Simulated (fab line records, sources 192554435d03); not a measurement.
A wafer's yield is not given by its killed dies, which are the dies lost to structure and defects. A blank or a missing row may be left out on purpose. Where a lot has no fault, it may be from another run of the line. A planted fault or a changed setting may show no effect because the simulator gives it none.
Split-lot study    flow n5Finfet    21 wafers read across 7 lots, on a route 1938 steps long

== ON THE SPLIT ==
At N5_BEOL_M8_EXPOSE_25 (exposes mask V7, target cd 40 nm), the setting doseMj was moved away from the recipe's 42.5 on 6 of the 21 wafers read, by -6.1% to +7.2%. All remaining wafers had this setting at the recipe value.

== FROM THE SPLIT TO THE READING: what the file shows between them, 5 steps ==
- N5_BEOL_M8_PEB_26: peb time 60 s
- N5_BEOL_M8_DEVELOP_27: develop time 30 s
- N5_BEOL_M8_DESCUM_33: chemistry O2, time 7 s
- N5_BEOL_M8_ETCH_72: etches underlayer in N2/H2, target depth 6.5 nm, time 5.2 s (also split here: h2FlowSccm)
- N5_BEOL_M8_ETCH_65: etches SiARC in CF4, target depth 15.6 nm, time 26 s

== THE READING ==
BEOL_M8.cdNm (the simulator's own value, which no gauge read), in nm, at N5_BEOL_M8_ETCH_66 (etches SOC in N2/H2, target depth 80 nm, overetch 16 nm, time 120 s). No usual value for it is given in the file. Average 39.9 nm, standard deviation 0.37 nm, over the 15 wafers here run with the recipe.

wafer   tool, chamber at the split  doseMj as run  against the recipe  BEOL_M8.cdNm, nm  against lot-mates on the recipe
L074.2  euvScanner-01, 0            42.5           recipe              39.4              -
L074.3  euvScanner-01, 0            42.5           recipe              39.8              -
L074.6  euvScanner-01, 0            42.5           recipe              39.6              -
L079.2  euvScanner-01, 0            42.5           recipe              40                -
L079.4  euvScanner-01, 0            42.5           recipe              40.6              -
L079.6  euvScanner-01, 0            42.5           recipe              40.2              -
L089.1  euvScanner-02, 0            42.5           recipe              40.2              -
L089.2  euvScanner-02, 0            39.89          -6.1%               38.2              -2.1
L089.6  euvScanner-02, 0            42.5           recipe              40.4              -
L084.2  euvScanner-02, 0            40.23          -5.3%               39.2              -0.2
L084.3  euvScanner-02, 0            40.23          -5.3%               38.4              -1.0
L084.6  euvScanner-02, 0            42.5           recipe              39.4              -
L092.1  euvScanner-02, 0            45.54          +7.2%               41.4              +1.6
L092.3  euvScanner-02, 0            42.5           recipe              40                -
L092.6  euvScanner-02, 0            42.5           recipe              39.6              -
L091.1  euvScanner-02, 0            44.03          +3.6%               40.4              +0.9
L091.2  euvScanner-02, 0            42.5           recipe              39.4              -
L091.5  euvScanner-02, 0            42.5           recipe              39.6              -
L096.2  euvScanner-01, 0            41.21          -3.0%               39.2              -0.8
L096.4  euvScanner-01, 0            42.5           recipe              40.2              -
L096.5  euvScanner-01, 0            42.5           recipe              39.8              -

FIT RESULTS
A straight line over all 21 wafers: BEOL_M8.cdNm changes by +0.217 nm for each +1% of doseMj; r = +0.87; the points scatter about the line by 0.37 nm.
The same after taking each lot's own level away (the mean of its wafers on the recipe; 21 wafers): +0.218 nm for each +1%; r = +0.89; scatter 0.33 nm.
According to that fit, moving doseMj by its largest amount changes the reading by 1.6 nm.
The span of the lots' own levels, 39.40 to 40.30 nm, comes to 2.4 times the standard deviation stated above.
Consequently the slope shifts little with the lot-to-lot level, the two slopes agreeing.
Check: +1.56 nm against its lot-mates is what the line predicts for one of the wafers moved furthest among these (+7.2%) when that wafer is left out of the fit. Against them it came out at +1.6 nm.

== THESE WAFERS: OTHER SPLITS ==
These wafers also went through other splits before the reading. Each is held against what the fit with the lots' levels taken away leaves over:
other split on the same wafers  wafers away from the commonest value  r with BEOL_M8.cdNm (lot level and that fit taken away)
N5_BEOL_M6_ILD_DEP_00 timeS     9                                     +0.16
N5_BEOL_M6_COAT_59 spinRpm      7                                     -0.07
N5_BEOL_M7_ETCH_62 sourceW      6                                     +0.32
N5_BEOL_M7_COAT_71 spinRpm      6                                     +0.42
N5_BEOL_M8_ETCH_61 biasW        10                                    +0.03
N5_BEOL_M8_ETCH_72 h2FlowSccm   5                                     -0.09

== THE WHOLE CHAIN: every reading that the file lists as answering this split, in the file's order ==
step                  what it does                                                         reading                                                        change (the file's fit)                r (the file's)
N5_BEOL_M8_DESCUM_33  chemistry O2, time 7 s                                               BEOL_M8.cdNm (the simulator's own value, which no gauge read)  +0.223 nm for each +1% of the setting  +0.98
N5_BEOL_M8_ETCH_72    etches underlayer in N2/H2, target depth 6.5 nm, time 5.2 s          BEOL_M8.cdNm (the simulator's own value, which no gauge read)  +0.23 nm for each +1% of the setting   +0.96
N5_BEOL_M8_ETCH_66    etches SOC in N2/H2, target depth 80 nm, overetch 16 nm, time 120 s  BEOL_M8.cdNm (the simulator's own value, which no gauge read)  +0.238 nm for each +1% of the setting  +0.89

== THE FILE'S OWN FIT ==
BEOL_M8.cdNm changes by +0.238 nm for each +1% of doseMj, r = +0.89.
